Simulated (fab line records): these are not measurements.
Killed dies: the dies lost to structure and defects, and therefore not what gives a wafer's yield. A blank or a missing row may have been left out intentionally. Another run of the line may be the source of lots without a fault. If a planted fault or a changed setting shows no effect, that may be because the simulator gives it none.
Lot-split experiment || flow n5-finfet || route with 1938 steps; 7 lots, 39 wafers read

THE SPLIT ITSELF
At N5_GATE_CUT_DESCUM_18 (chemistry O2, time 7 s), the setting time-s was moved away from the recipe's 7 s on 18 of the 39 wafers read, by -49.9% to +58.3%. For the rest of the wafers, this setting stayed at what the recipe calls for.

Between the split and the reading, the file records no step.

THE READING
CAR-EUV_of_GATE_CUT_COAT_07.thk-nm (the simulator's own value, which no gauge read), in nm, at N5_GATE_CUT_ETCH_28 (etches underlayer in N2/H2, target depth 13 nm, time 10.4 s). No usual value for it is given in the file. The 21 wafers here that ran the recipe average 14.6 nm, standard deviation 0.12 nm.

{"wafer": "L074.1", "tool, chamber at the split": "rie-diel-05, 1", "time-s as run, s": 7, "against the recipe": "recipe", "CAR-EUV_of_GATE_CUT_COAT_07.thk-nm, nm": 14.8, "against lot-mates on the recipe": "-"}
{"wafer": "L074.3", "tool, chamber at the split": "rie-diel-05, 0", "time-s as run, s": 7, "against the recipe": "recipe", "CAR-EUV_of_GATE_CUT_COAT_07.thk-nm, nm": 14.8, "against lot-mates on the recipe": "-"}
{"wafer": "L074.2", "tool, chamber at the split": "rie-diel-05, 3", "time-s as run, s": 8.551, "against the recipe": "+22.2%", "CAR-EUV_of_GATE_CUT_COAT_07.thk-nm, nm": 14, "against lot-mates on the recipe": -0.9}
{"wafer": "L074.4", "tool, chamber at the split": "rie-diel-05, 2", "time-s as run, s": 8.551, "against the recipe": "+22.2%", "CAR-EUV_of_GATE_CUT_COAT_07.thk-nm, nm": 13.8, "against lot-mates on the recipe": -1.1}
{"wafer": "L074.6", "tool, chamber at the split": "rie-diel-05, 2", "time-s as run, s": 8.551, "against the recipe": "+22.2%", "CAR-EUV_of_GATE_CUT_COAT_07.thk-nm, nm": 13.8, "against lot-mates on the recipe": -1.1}
{"wafer": "L074.5", "tool, chamber at the split": "rie-diel-05, 1", "time-s as run, s": 7, "against the recipe": "recipe", "CAR-EUV_of_GATE_CUT_COAT_07.thk-nm, nm": 15, "against lot-mates on the recipe": "-"}
{"wafer": "L079.1", "tool, chamber at the split": "rie-diel-02, 1", "time-s as run, s": 3.629, "against the recipe": "-48.2%", "CAR-EUV_of_GATE_CUT_COAT_07.thk-nm, nm": 16.4, "against lot-mates on the recipe": "+1.8"}
{"wafer": "L079.3", "tool, chamber at the split": "rie-diel-02, 2,1", "time-s as run, s": 3.629, "against the recipe": "-48.2%", "CAR-EUV_of_GATE_CUT_COAT_07.thk-nm, nm": 16.4, "against lot-mates on the recipe": "+1.8"}
{"wafer": "L079.2", "tool, chamber at the split": "rie-diel-02, 3,2", "time-s as run, s": 7, "against the recipe": "recipe", "CAR-EUV_of_GATE_CUT_COAT_07.thk-nm, nm": 14.6, "against lot-mates on the recipe": "-"}
{"wafer": "L079.4", "tool, chamber at the split": "rie-diel-02, 0", "time-s as run, s": 7, "against the recipe": "recipe", "CAR-EUV_of_GATE_CUT_COAT_07.thk-nm, nm": 14.6, "against lot-mates on the recipe": "-"}
{"wafer": "L079.5", "tool, chamber at the split": "rie-diel-02, 3,2", "time-s as run, s": 7, "against the recipe": "recipe", "CAR-EUV_of_GATE_CUT_COAT_07.thk-nm, nm": 14.6, "against lot-mates on the recipe": "-"}
{"wafer": "L079.6", "tool, chamber at the split": "rie-diel-02, 2,1", "time-s as run, s": 3.629, "against the recipe": "-48.2%", "CAR-EUV_of_GATE_CUT_COAT_07.thk-nm, nm": 16.2, "against lot-mates on the recipe": "+1.6"}
{"wafer": "L081.1", "tool, chamber at the split": "rie-diel-05, 0", "time-s as run, s": 7, "against the recipe": "recipe", "CAR-EUV_of_GATE_CUT_COAT_07.thk-nm, nm": 14.6, "against lot-mates on the recipe": "-"}
{"wafer": "L081.2", "tool, chamber at the split": "rie-diel-05, 1", "time-s as run, s": 7, "against the recipe": "recipe", "CAR-EUV_of_GATE_CUT_COAT_07.thk-nm, nm": 14.6, "against lot-mates on the recipe": "-"}
{"wafer": "L081.3", "tool, chamber at the split": "rie-diel-05, 2", "time-s as run, s": 3.504, "against the recipe": "-49.9%", "CAR-EUV_of_GATE_CUT_COAT_07.thk-nm, nm": 16.2, "against lot-mates on the recipe": "+1.7"}
{"wafer": "L081.4", "tool, chamber at the split": "rie-diel-05, 3", "time-s as run, s": 3.504, "against the recipe": "-49.9%", "CAR-EUV_of_GATE_CUT_COAT_07.thk-nm, nm": 16.2, "against lot-mates on the recipe": "+1.7"}
{"wafer": "L081.6", "tool, chamber at the split": "rie-diel-05, 0", "time-s as run, s": 3.504, "against the recipe": "-49.9%", "CAR-EUV_of_GATE_CUT_COAT_07.thk-nm, nm": 16.2, "against lot-mates on the recipe": "+1.7"}
{"wafer": "L081.5", "tool, chamber at the split": "rie-diel-05, 3", "time-s as run, s": 7, "against the recipe": "recipe", "CAR-EUV_of_GATE_CUT_COAT_07.thk-nm, nm": 14.4, "against lot-mates on the recipe": "-"}
{"wafer": "L082.1", "tool, chamber at the split": "rie-diel-06, 2,0", "time-s as run, s": 7, "against the recipe": "recipe", "CAR-EUV_of_GATE_CUT_COAT_07.thk-nm, nm": 14.6, "against lot-mates on the recipe": "-"}
{"wafer": "L082.2", "tool, chamber at the split": "rie-diel-06, 1", "time-s as run, s": 7, "against the recipe": "recipe", "CAR-EUV_of_GATE_CUT_COAT_07.thk-nm, nm": 14.6, "against lot-mates on the recipe": "-"}
{"wafer": "L082.4", "tool, chamber at the split": "rie-diel-06, 2,0", "time-s as run, s": 7, "against the recipe": "recipe", "CAR-EUV_of_GATE_CUT_COAT_07.thk-nm, nm": 14.6, "against lot-mates on the recipe": "-"}
{"wafer": "L082.3", "tool, chamber at the split": "rie-diel-06, 3", "time-s as run, s": 4.671, "against the recipe": "-33.3%", "CAR-EUV_of_GATE_CUT_COAT_07.thk-nm, nm": 16, "against lot-mates on the recipe": "+1.4"}
{"wafer": "L082.6", "tool, chamber at the split": "rie-diel-06, 3", "time-s as run, s": 4.671, "against the recipe": "-33.3%", "CAR-EUV_of_GATE_CUT_COAT_07.thk-nm, nm": 16, "against lot-mates on the recipe": "+1.4"}
{"wafer": "L082.5", "tool, chamber at the split": "rie-diel-06, 0", "time-s as run, s": 4.671, "against the recipe": "-33.3%", "CAR-EUV_of_GATE_CUT_COAT_07.thk-nm, nm": 15.8, "against lot-mates on the recipe": "+1.2"}
{"wafer": "L083.2", "tool, chamber at the split": "rie-diel-02, 2", "time-s as run, s": 7, "against the recipe": "recipe", "CAR-EUV_of_GATE_CUT_COAT_07.thk-nm, nm": 14.8, "against lot-mates on the recipe": "-"}
{"wafer": "L083.3", "tool, chamber at the split": "rie-diel-02, 1", "time-s as run, s": 7, "against the recipe": "recipe", "CAR-EUV_of_GATE_CUT_COAT_07.thk-nm, nm": 14.6, "against lot-mates on the recipe": "-"}
{"wafer": "L083.4", "tool, chamber at the split": "rie-diel-02, 0", "time-s as run, s": 7, "against the recipe": "recipe", "CAR-EUV_of_GATE_CUT_COAT_07.thk-nm, nm": 14.6, "against lot-mates on the recipe": "-"}
{"wafer": "L093.1", "tool, chamber at the split": "rie-diel-02, 2", "time-s as run, s": 7, "against the recipe": "recipe", "CAR-EUV_of_GATE_CUT_COAT_07.thk-nm, nm": 14.8, "against lot-mates on the recipe": "-"}
{"wafer": "L093.2", "tool, chamber at the split": "rie-diel-02, 3", "time-s as run, s": 9.451, "against the recipe": "+35.0%", "CAR-EUV_of_GATE_CUT_COAT_07.thk-nm, nm": 13.4, "against lot-mates on the recipe": -1.3}
{"wafer": "L093.4", "tool, chamber at the split": "rie-diel-02, 3", "time-s as run, s": 9.451, "against the recipe": "+35.0%", "CAR-EUV_of_GATE_CUT_COAT_07.thk-nm, nm": 13.4, "against lot-mates on the recipe": -1.3}
{"wafer": "L093.6", "tool, chamber at the split": "rie-diel-02, 2", "time-s as run, s": 9.451, "against the recipe": "+35.0%", "CAR-EUV_of_GATE_CUT_COAT_07.thk-nm, nm": 13.4, "against lot-mates on the recipe": -1.3}
{"wafer": "L093.3", "tool, chamber at the split": "rie-diel-02, 1", "time-s as run, s": 7, "against the recipe": "recipe", "CAR-EUV_of_GATE_CUT_COAT_07.thk-nm, nm": 14.6, "against lot-mates on the recipe": "-"}
{"wafer": "L093.5", "tool, chamber at the split": "rie-diel-02, 1", "time-s as run, s": 7, "against the recipe": "recipe", "CAR-EUV_of_GATE_CUT_COAT_07.thk-nm, nm": 14.6, "against lot-mates on the recipe": "-"}
{"wafer": "L095.1", "tool, chamber at the split": "rie-diel-06, 0,2", "time-s as run, s": 7, "against the recipe": "recipe", "CAR-EUV_of_GATE_CUT_COAT_07.thk-nm, nm": 14.6, "against lot-mates on the recipe": "-"}
{"wafer": "L095.2", "tool, chamber at the split": "rie-diel-06, 0,2", "time-s as run, s": 7, "against the recipe": "recipe", "CAR-EUV_of_GATE_CUT_COAT_07.thk-nm, nm": 14.6, "against lot-mates on the recipe": "-"}
{"wafer": "L095.5", "tool, chamber at the split": "rie-diel-06, 2", "time-s as run, s": 7, "against the recipe": "recipe", "CAR-EUV_of_GATE_CUT_COAT_07.thk-nm, nm": 14.6, "against lot-mates on the recipe": "-"}
{"wafer": "L095.3", "tool, chamber at the split": "rie-diel-06, 1", "time-s as run, s": 11.08, "against the recipe": "+58.3%", "CAR-EUV_of_GATE_CUT_COAT_07.thk-nm, nm": 12.4, "against lot-mates on the recipe": -2.2}
{"wafer": "L095.4", "tool, chamber at the split": "rie-diel-06, 1", "time-s as run, s": 11.08, "against the recipe": "+58.3%", "CAR-EUV_of_GATE_CUT_COAT_07.thk-nm, nm": 12.4, "against lot-mates on the recipe": -2.2}
{"wafer": "L095.6", "tool, chamber at the split": "rie-diel-06, 0", "time-s as run, s": 11.08, "against the recipe": "+58.3%", "CAR-EUV_of_GATE_CUT_COAT_07.thk-nm, nm": 12.6, "against lot-mates on the recipe": -2.0}
Rows listing several chambers each stand for several wafers; the file does not say which wafer went through which chamber.

FIT RESULTS
A straight line over all 39 wafers: CAR-EUV_of_GATE_CUT_COAT_07.thk-nm changes by -0.0353 nm for each +1% of time-s; r = -0.99; the points scatter about the line by 0.13 nm.
The same after taking each lot's own level away (the mean of its wafers on the recipe; 39 wafers): -0.0365 nm for each +1%; r = -1.00; scatter 0.11 nm.
Per that fit: largest time-s move, reading shift of 2.1 nm.
Measured against the standard deviation above, the lots' own levels, which go from 14.53 to 14.87 nm, span 2.7 times it.
Hence the lot-to-lot level has little effect on the slope; both slopes agree.
Check: -2.13 nm against its lot-mates is what the line predicts for one of the wafers moved furthest among these (+58.3%) when that wafer is left out of the fit. Against them it came out at -2.2 nm.

THESE WAFERS: OTHER SPLITS
Note: prior to the reading, these wafers also went through further splits. Each is held against what the fit with the lots' levels taken away leaves over:
{"other split on the same wafers": "N5_ZERO_LAYER_DEVELOP_10 develop-time-s", "wafers away from the commonest value": 18, "r with CAR-EUV_of_GATE_CUT_COAT_07.thk-nm (lot level and that fit taken away)": -0.05}
{"other split on the same wafers": "N5_FIN_SAQP_HM_DEP_72 time-s", "wafers away from the commonest value": 15, "r with CAR-EUV_of_GATE_CUT_COAT_07.thk-nm (lot level and that fit taken away)": "+0.01"}
{"other split on the same wafers": "N5_SD_EPI_N_ETCH_45 target-depth-a", "wafers away from the commonest value": 18, "r with CAR-EUV_of_GATE_CUT_COAT_07.thk-nm (lot level and that fit taken away)": "+0.12"}

THE WHOLE CHAIN: every reading that the file lists as answering this split, in the file's order
{"step": "N5_GATE_CUT_DESCUM_18", "what it does": "chemistry O2, time 7 s", "reading": "CAR-EUV_of_GATE_CUT_COAT_07.thk-nm (the simulator's own value, which no gauge read)", "change (the file's fit)": "-0.0353 nm for each +1% of the setting", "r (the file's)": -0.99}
{"step": "N5_GATE_CUT_DESCUM_18", "what it does": "chemistry O2, time 7 s", "reading": "GATE_CUT.cd-nm (the simulator's own value, which no gauge read)", "change (the file's fit)": "+0.0107 nm for each +1% of the setting", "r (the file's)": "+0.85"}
{"step": "N5_GATE_CUT_ETCH_28", "what it does": "etches underlayer in N2/H2, target depth 13 nm, time 10.4 s", "reading": "CAR-EUV_of_GATE_CUT_COAT_07.thk-nm (the simulator's own value, which no gauge read)", "change (the file's fit)": "-0.0364 nm for each +1% of the setting", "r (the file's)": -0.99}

FILE'S OWN FIT
CAR-EUV_of_GATE_CUT_COAT_07.thk-nm changes by -0.0364 nm for each +1% of time-s, r = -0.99.
